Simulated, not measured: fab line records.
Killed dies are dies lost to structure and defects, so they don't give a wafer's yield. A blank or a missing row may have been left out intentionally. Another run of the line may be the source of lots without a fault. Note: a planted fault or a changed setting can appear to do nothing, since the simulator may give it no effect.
Which tool was responsible? ; flow n5Finfet ; Sampling: 24 lots, 72 wafers, 6 of 1938 route steps

WHAT THE GAUGES SHOWED, per wafer
N5_BEOL_M4_RS_MEAS_58: a four-point-probe measurement.
lot;measured;on;M4_RS (ohm/sq)
L074;day 7 19:33;filmMetro-01;0.685 0.680 0.686
L077;day 8 10:14;filmMetro-02;0.708 0.668 0.693
L075;day 8 12:46;filmMetro-01;0.656 0.637 0.662
L076;day 8 12:57;filmMetro-01;0.647 0.705 0.677
L078;day 9 01:37;filmMetro-01;0.678 0.734 0.630
L079;day 10 03:44;filmMetro-01;0.694 0.743 0.716
L080;day 10 04:55;filmMetro-02;0.662 0.693 0.680
L082;day 10 07:58;filmMetro-02;0.659 0.627 0.694
L081;day 10 11:32;filmMetro-01;0.658 0.665 0.655
L083;day 10 14:14;filmMetro-02;0.647 0.678 0.658
L085;day 11 11:19;filmMetro-02;0.649 0.656 0.678
L084;day 11 12:26;filmMetro-01;0.712 0.640 0.719
L087;day 11 15:11;filmMetro-01;0.636 0.664 0.619
L088;day 11 16:49;filmMetro-01;0.681 0.680 0.742
L086;day 11 18:55;filmMetro-01;0.701 0.689 0.680
L089;day 11 23:52;filmMetro-02;0.678 0.693 0.673
L090;day 12 04:52;filmMetro-01;0.635 0.674 0.637
L091;day 12 15:30;filmMetro-01;0.732 0.666 0.726
L092;day 13 00:11;filmMetro-01;0.690 0.684 0.669
L093;day 13 10:00;filmMetro-02;0.630 0.673 0.663
L095;day 14 04:14;filmMetro-01;0.702 0.720 0.670
L094;day 14 08:28;filmMetro-02;0.641 0.644 0.664
L096;day 14 12:41;filmMetro-01;0.662 0.661 0.643
L097;day 15 12:04;filmMetro-01;0.633 0.646 0.600

N5_BEOL_M5_CD_MEAS_35: target cd 28 nm, target cd y 24 nm.
lot;measured;on;cdNm (nm)
L074;day 7 23:47;cdSem-01;27.6 28.2 27.6
L077;day 8 16:34;cdSem-03;27.8 27.5 28.2
L075;day 8 23:46;cdSem-01;28.1 27.3 28.0
L076;day 8 23:17;cdSem-03;27.3 28.3 28.3
L078;day 9 10:49;cdSem-01;28.2 28.0 28.0
L079;day 10 11:14;cdSem-01;29.0 27.9 28.1
L080;day 10 11:16;cdSem-02;27.0 27.8 27.8
L082;day 10 13:49;cdSem-01;28.4 27.2 28.3
L081;day 10 18:05;cdSem-01;27.9 27.5 27.7
L083;day 10 22:43;cdSem-03;27.9 27.6 27.7
L085;day 11 18:18;cdSem-01;28.7 28.5 28.6
L084;day 11 18:16;cdSem-03;27.7 27.7 27.8
L087;day 11 23:52;cdSem-03;28.0 27.7 27.9
L088;day 11 23:55;cdSem-01;27.7 28.2 28.1
L086;day 12 05:47;cdSem-02;27.8 27.9 27.6
L089;day 12 05:44;cdSem-01;27.9 28.3 28.1
L090;day 12 11:49;cdSem-02;28.0 27.7 28.2
L091;day 12 22:50;cdSem-03;28.4 28.5 28.0
L092;day 13 07:28;cdSem-02;28.3 27.9 27.9
L093;day 13 14:38;cdSem-02;27.8 27.9 28.2
L095;day 14 12:15;cdSem-01;28.0 28.1 28.2
L094;day 14 15:38;cdSem-01;28.2 28.3 28.1
L096;day 14 17:29;cdSem-02;28.7 28.0 28.1
L097;day 15 17:40;cdSem-02;27.7 26.9 27.7

N5_BEOL_M6_CD_MEAS_28 targets a cd of 40 nm.
lot;measured;on;cdNm (nm)
L074;day 8 11:57;cdSem-01;39.61 39.69 40.14
L077;day 9 08:11;cdSem-02;40.19 39.40 39.50
L075;day 9 18:15;cdSem-02;39.42 39.74 39.71
L076;day 9 10:14;cdSem-02;40.40 40.00 40.30
L078;day 10 02:36;cdSem-03;40.10 39.85 40.31
L079;day 11 02:56;cdSem-02;40.00 39.89 40.43
L080;day 11 02:46;cdSem-02;39.86 39.84 39.92
L082;day 11 03:07;cdSem-02;40.19 40.11 40.16
L081;day 11 07:13;cdSem-02;39.89 39.91 39.82
L083;day 11 10:02;cdSem-01;40.60 39.79 39.98
L085;day 12 05:50;cdSem-03;40.64 40.48 40.38
L084;day 12 09:38;cdSem-01;39.91 40.03 39.92
L087;day 12 11:09;cdSem-03;39.51 40.59 39.82
L088;day 12 14:37;cdSem-01;39.75 40.24 39.73
L086;day 12 16:20;cdSem-02;40.01 39.87 40.28
L089;day 12 16:03;cdSem-02;40.05 40.28 39.84
L090;day 13 04:37;cdSem-02;39.88 39.91 39.89
L091;day 13 12:25;cdSem-01;40.09 40.25 40.20
L092;day 13 19:45;cdSem-01;40.14 39.98 40.12
L093;day 14 03:15;cdSem-02;40.07 39.84 39.82
L095;day 15 02:21;cdSem-01;40.01 39.98 39.77
L094;day 15 04:11;cdSem-03;40.19 40.17 40.12
L096;day 15 05:24;cdSem-03;39.83 39.74 39.85
L097;day 16 04:13;cdSem-03;40.52 40.34 40.39

N5_BEOL_M7_INSPECT_13: inspects for defects (brightfield).
lot;measured;on;rawDefectCount
L074;day 8 18:02;defectInspect-01;421 390 557
L077;day 9 14:20;defectInspect-01;415 438 515
L075;day 10 03:41;defectInspect-01;342 341 347
L076;day 9 17:13;defectInspect-02;429 381 363
L078;day 10 07:38;defectInspect-01;508 426 288
L079;day 11 08:34;defectInspect-02;649 629 372
L080;day 11 08:24;defectInspect-01;389 403 330
L082;day 11 08:44;defectInspect-02;313 417 265
L081;day 11 14:48;defectInspect-01;283 394 310
L083;day 11 14:53;defectInspect-02;412 432 420
L085;day 12 12:30;defectInspect-02;595 426 624
L084;day 12 15:28;defectInspect-01;413 348 308
L087;day 12 20:10;defectInspect-01;385 571 414
L088;day 12 20:24;defectInspect-02;470 299 416
L086;day 12 23:37;defectInspect-01;315 300 270
L089;day 12 23:50;defectInspect-02;309 494 390
L090;day 13 10:04;defectInspect-02;437 354 396
L091;day 13 17:44;defectInspect-01;312 187 240
L092;day 14 04:35;defectInspect-01;369 295 321
L093;day 14 08:15;defectInspect-02;416 341 497
L095;day 15 07:55;defectInspect-01;416 482 453
L094;day 15 09:13;defectInspect-02;537 327 519
L096;day 15 11:43;defectInspect-02;596 476 364
L097;day 16 08:20;defectInspect-02;523 525 589

TOOL THAT RAN EACH LOT (tool first, then ch and the chambers of the sampled wafers, then the start)
lot;N5_BEOL_M4_SPUTTER_92;N5_BEOL_M4_SPUTTER_94
L074;pvdSputter-01, day 7 18:02;pvdSputter-01, day 7 18:15
L077;pvdSputter-02, day 8 08:44;pvdSputter-02, day 8 08:58
L075;pvdSputter-01, day 8 11:17;pvdSputter-01, day 8 11:30
L076;pvdSputter-02, day 8 11:28;pvdSputter-02, day 8 11:41
L078;pvdSputter-01, day 9 00:07;pvdSputter-01, day 9 00:20
L079;pvdSputter-03, day 10 02:15;pvdSputter-03, day 10 02:28
L080;pvdSputter-02, day 10 03:20;pvdSputter-02, day 10 03:34
L082;pvdSputter-02, day 10 06:15;pvdSputter-02, day 10 06:28
L081;pvdSputter-03, day 10 09:57;pvdSputter-03, day 10 10:10
L083;pvdSputter-02, day 10 12:44;pvdSputter-02, day 10 12:58
L085;pvdSputter-03, day 11 09:50;pvdSputter-03, day 11 10:03
L084;pvdSputter-02, day 11 10:51;pvdSputter-02, day 11 11:04
L087;pvdSputter-03, day 11 13:32;pvdSputter-03, day 11 13:45
L088;pvdSputter-01, day 11 15:19;pvdSputter-01, day 11 15:32
L086;pvdSputter-01, day 11 17:10;pvdSputter-01, day 11 17:23
L089;pvdSputter-01, day 11 22:23;pvdSputter-01, day 11 22:36
L090;pvdSputter-02, day 12 03:21;pvdSputter-02, day 12 03:34
L091;pvdSputter-01, day 12 13:44;pvdSputter-01, day 12 13:57
L092;pvdSputter-02, day 12 22:41;pvdSputter-02, day 12 22:55
L093;pvdSputter-02, day 13 08:31;pvdSputter-02, day 13 08:44
L095;pvdSputter-02, day 14 02:45;pvdSputter-02, day 14 02:58
L094;pvdSputter-03, day 14 06:53;pvdSputter-03, day 14 07:07
L096;pvdSputter-03, day 14 11:11;pvdSputter-03, day 14 11:24
L097;pvdSputter-03, day 15 10:34;pvdSputter-03, day 15 10:47
- N5_BEOL_M4_SPUTTER_92: material Cu, target thk 4.5 nm, time 8.29 s.
- N5_BEOL_M4_SPUTTER_94: material Cu, target thk 4.5 nm, time 8.29 s.

WHAT THE TOOLS THEMSELVES READ (means of the sampled wafers that have a number; where no wafer has one, the mark that the record gives instead)
N5_BEOL_M4_SPUTTER_92.
lot;tool;chuckSensorTempC (C);throttleValvePct (%)
L074;pvdSputter-01;-16.2;29.9
L077;pvdSputter-02;-15.4;29.5
L075;pvdSputter-01;-16.1;29.9
L076;pvdSputter-02;-15.3;29.6
L078;pvdSputter-01;-16.2;29.1
L079;pvdSputter-03;-16.2;29.0
L080;pvdSputter-02;-15.6;30.0
L082;pvdSputter-02;-15.6;30.2
L081;pvdSputter-03;-16.3;30.3
L083;pvdSputter-02;-15.5;30.1
L085;pvdSputter-03;-16.3;29.2
L084;pvdSputter-02;-15.2;29.7
L087;pvdSputter-03;-16.3;30.2
L088;pvdSputter-01;-16.1;29.0
L086;pvdSputter-01;-16.3;29.2
L089;pvdSputter-01;-16.3;30.2
L090;pvdSputter-02;-15.3;30.4
L091;pvdSputter-01;-16.2;29.1
L092;pvdSputter-02;-15.4;31.0
L093;pvdSputter-02;-15.6;30.2
L095;pvdSputter-02;-15.6;30.1
L094;pvdSputter-03;-16.2;29.4
L096;pvdSputter-03;-16.0;29.2
L097;pvdSputter-03;-16.5;29.7

N5_BEOL_M4_SPUTTER_94.
lot;tool;chuckSensorTempC (C);throttleValvePct (%)
L074;pvdSputter-01;-16.2;30.1
L077;pvdSputter-02;-15.4;29.4
L075;pvdSputter-01;-16.0;30.0
L076;pvdSputter-02;-15.4;29.2
L078;pvdSputter-01;-16.1;29.1
L079;pvdSputter-03;-16.3;28.9
L080;pvdSputter-02;-15.6;30.1
L082;pvdSputter-02;-15.5;30.1
L081;pvdSputter-03;-16.2;30.3
L083;pvdSputter-02;-15.6;30.0
L085;pvdSputter-03;-16.1;29.3
L084;pvdSputter-02;-15.1;29.7
L087;pvdSputter-03;-16.4;30.1
L088;pvdSputter-01;-16.2;29.0
L086;pvdSputter-01;-16.1;29.1
L089;pvdSputter-01;-16.2;30.1
L090;pvdSputter-02;-15.3;30.3
L091;pvdSputter-01;-16.1;29.1
L092;pvdSputter-02;-15.4;30.9
L093;pvdSputter-02;-15.6;30.3
L095;pvdSputter-02;-15.6;30.1
L094;pvdSputter-03;-16.2;29.4
L096;pvdSputter-03;-16.2;29.4
L097;pvdSputter-03;-16.5;29.8

THE ANSWER, worked out from the rows above alone
Rule: the lots themselves supply what counts as usual. The widest of any qualifying gaps counts: lots, ordered by their means at a reading, are off when they make up no more than a third of the lots, leave a main group of 4 or more, and stand apart from it by 3 or more times the standard deviation of that group's means. Not used: any main group whose means are identical at the precision the tables above print for the reading. Also off: a lot with no number at a reading for which 4 or more lots have one. Any other lot the step has rows for is counted as sound. The gauges are gone through in route order, then the tools' own readings, and for those a lot's mean is taken as printed above. At the first step where some lot is off, the reading lying furthest off is the one used; lots without a number count as furthest.
Nothing can be told from this: no lot is off at any reading shown.

WHAT THE SIMULATOR HAD PUT IN
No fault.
